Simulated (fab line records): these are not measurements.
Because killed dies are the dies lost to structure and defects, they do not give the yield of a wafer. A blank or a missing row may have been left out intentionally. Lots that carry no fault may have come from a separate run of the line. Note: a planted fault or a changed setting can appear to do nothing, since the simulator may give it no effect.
Split-lot trial -- flow n5 finfet -- 7 lots, 39 wafers read, on a route of 1938 steps

ABOUT THE SPLIT
At N5_FIN_SAQP_HM_DEP_03 (deposits SiNx from SiH4/NH3/N2, target thk 38 nm, time 33.6 s), the setting time s was moved away from the recipe's 33.6 s on 15 of the 39 wafers read, by -59.5% to +33.5%. This setting was run at the recipe's value on the other wafers.

FROM THE SPLIT TO THE READING: what the file shows between them, 8 steps
- N5_FIN_SAQP_THK_MEAS_05
- N5_FIN_SAQP_PECVD_47: deposits a-Si from SiH4/He, target thk 45 nm, time 36.3 s
- N5_FIN_SAQP_PECVD_48: deposits SiNx from SiH4/NH3/N2, target thk 25 nm, time 22.1 s
- N5_FIN_SAQP_MANDREL2_REMOVE_60: chemistry HBr/Cl2/O2, target a-Si, stops on SiNx, bt time 10 s
- N5_FIN_SAQP_HM_OPEN_33: chemistry CH3F/O2, target SiNx, target depth 49.4 nm, time 70.6 s
- N5_FIN_SAQP_ETCH_34: etches SiO2 in C4F6/O2, target depth 45 nm, time 15 s
- N5_FIN_SAQP_STRIP_77: strips in N2/H2, time 90 s
- N5_FIN_SAQP_ETCH_64: etches SiO2 in CF4, target depth 1.5 nm

THE READING
SiNx_of_FIN_SAQP_HM_DEP_03.thk nm (the simulator's own value, which no gauge read), in nm, at N5_FIN_SAQP_FIN_ETCH_36 (etches the open film in HBr/Cl2/O2, target depth 120 nm, time 50.4 s). The file does not state a usual value for it. Average 21.3 nm, standard deviation 0.8 nm, over the 24 wafers here run with the recipe.

wafer,"tool, chamber at the split","time s as run, s",against the recipe,"SiNx_of_FIN_SAQP_HM_DEP_03.thk nm, nm",against lot-mates on the recipe
L075.1,"pecvd-03, 1",33.6,recipe,21,-
L075.2,"pecvd-03, 0",33.6,recipe,20.6,-
L075.3,"pecvd-03, 1",24.9,-25.9%,12.4,-8.8
L075.4,"pecvd-03, 0",33.6,recipe,22,-
L075.5,"pecvd-03, 1",24.9,-25.9%,11.8,-9.4
L075.6,"pecvd-03, 0",24.9,-25.9%,11.8,-9.4
L078.1,"pecvd-02, 0",20.89,-37.8%,5.4,-15.8
L078.2,"pecvd-02, 2",33.6,recipe,21.2,-
L078.3,"pecvd-02, 1",33.6,recipe,20.8,-
L078.4,"pecvd-02, 2",20.89,-37.8%,7.2,-14.0
L078.5,"pecvd-02, 0",20.89,-37.8%,6.6,-14.6
L078.6,"pecvd-02, 1",33.6,recipe,21.6,-
L082.1,"pecvd-01, 1",13.62,-59.5%,0,-21.7
L082.4,"pecvd-01, 2",13.62,-59.5%,0,-21.7
L082.5,"pecvd-01, 1",13.62,-59.5%,0,-21.7
L082.2,"pecvd-01, 0",33.6,recipe,21.4,-
L082.3,"pecvd-01, 2",33.6,recipe,21.8,-
L082.6,"pecvd-01, 0",33.6,recipe,21.8,-
L084.1,"pecvd-03, 0",33.6,recipe,19.8,-
L084.2,"pecvd-03, 2",20.5,-39.0%,6.4,-14.5
L084.3,"pecvd-03, 1",20.5,-39.0%,6.8,-14.1
L084.4,"pecvd-03, 2",20.5,-39.0%,6.8,-14.1
L084.5,"pecvd-03, 1",33.6,recipe,22.6,-
L084.6,"pecvd-03, 0",33.6,recipe,20.4,-
L088.1,"pecvd-03, 1",33.6,recipe,22.8,-
L088.2,"pecvd-03, 0",33.6,recipe,20.6,-
L088.3,"pecvd-03, 2",33.6,recipe,21,-
L088.4,"pecvd-03, 1",33.6,recipe,22.6,-
L088.5,"pecvd-03, 2",33.6,recipe,22,-
L088.6,"pecvd-03, 0",33.6,recipe,21.2,-
L091.1,"pecvd-02, 0",33.6,recipe,20.8,-
L091.2,"pecvd-02, 2",33.6,recipe,21.2,-
L091.3,"pecvd-02, 1",44.87,+33.5%,32.2,+11.5
L091.4,"pecvd-02, 2",44.87,+33.5%,34.2,+13.5
L091.5,"pecvd-02, 1",44.87,+33.5%,33.4,+12.7
L091.6,"pecvd-02, 0",33.6,recipe,20.2,-
L096.1,"pecvd-03, 2",33.6,recipe,21,-
L096.2,"pecvd-03, 0",33.6,recipe,20.6,-
L096.6,"pecvd-03, 1",33.6,recipe,22.6,-

FIT RESULTS
A straight line over all 39 wafers: SiNx_of_FIN_SAQP_HM_DEP_03.thk nm changes by +0.366 nm for each +1% of time s; r = +1.00; the points scatter about the line by 0.81 nm.
The same after taking each lot's own level away (the mean of its wafers on the recipe; 39 wafers): +0.37 nm for each +1%; r = +1.00; scatter 0.73 nm.
On that fit, the largest move of time s shifts the reading by 22 nm.
Measured against the standard deviation above, the lots' own levels, which go from 20.73 to 21.70 nm, span 1.2 times it.
Consequently the slope shifts little with the lot-to-lot level, the two slopes agreeing.
Check: for one of the wafers moved furthest among these (-59.5%), held out of the fit, the line's prediction against its lot-mates is -22 nm. It came out at -21.7 nm against them.

THE WHOLE CHAIN: every reading that the file lists as answering this split, in the file's order
step,what it does,reading,change (the file's fit),r (the file's)
N5_FIN_SAQP_HM_DEP_03,"deposits SiNx from SiH4/NH3/N2, target thk 38 nm, time 33.6 s","SiNx_of_FIN_SAQP_HM_DEP_03.thk nm (the simulator's own value, which no gauge read)",+0.377 nm for each +1% of the setting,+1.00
N5_FIN_SAQP_THK_MEAS_05,,thk nm,withheld for each +1% of the setting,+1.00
N5_FIN_SAQP_HM_OPEN_33,"chemistry CH3F/O2, target SiNx, target depth 49.4 nm, time 70.6 s",etch rf on time s,withheld for each +1% of the setting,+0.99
N5_FIN_SAQP_HM_OPEN_33,"chemistry CH3F/O2, target SiNx, target depth 49.4 nm, time 70.6 s","etch.depth nm (the simulator's own value, which no gauge read)",+0.376 nm for each +1% of the setting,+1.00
N5_FIN_SAQP_FIN_ETCH_36,"etches the open film in HBr/Cl2/O2, target depth 120 nm, time 50.4 s","SiNx_of_FIN_SAQP_HM_DEP_03.thk nm (the simulator's own value, which no gauge read)",+0.37 nm for each +1% of the setting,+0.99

THE FILE'S OWN FIT
SiNx_of_FIN_SAQP_HM_DEP_03.thk nm changes by +0.37 nm for each +1% of time s, r = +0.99.
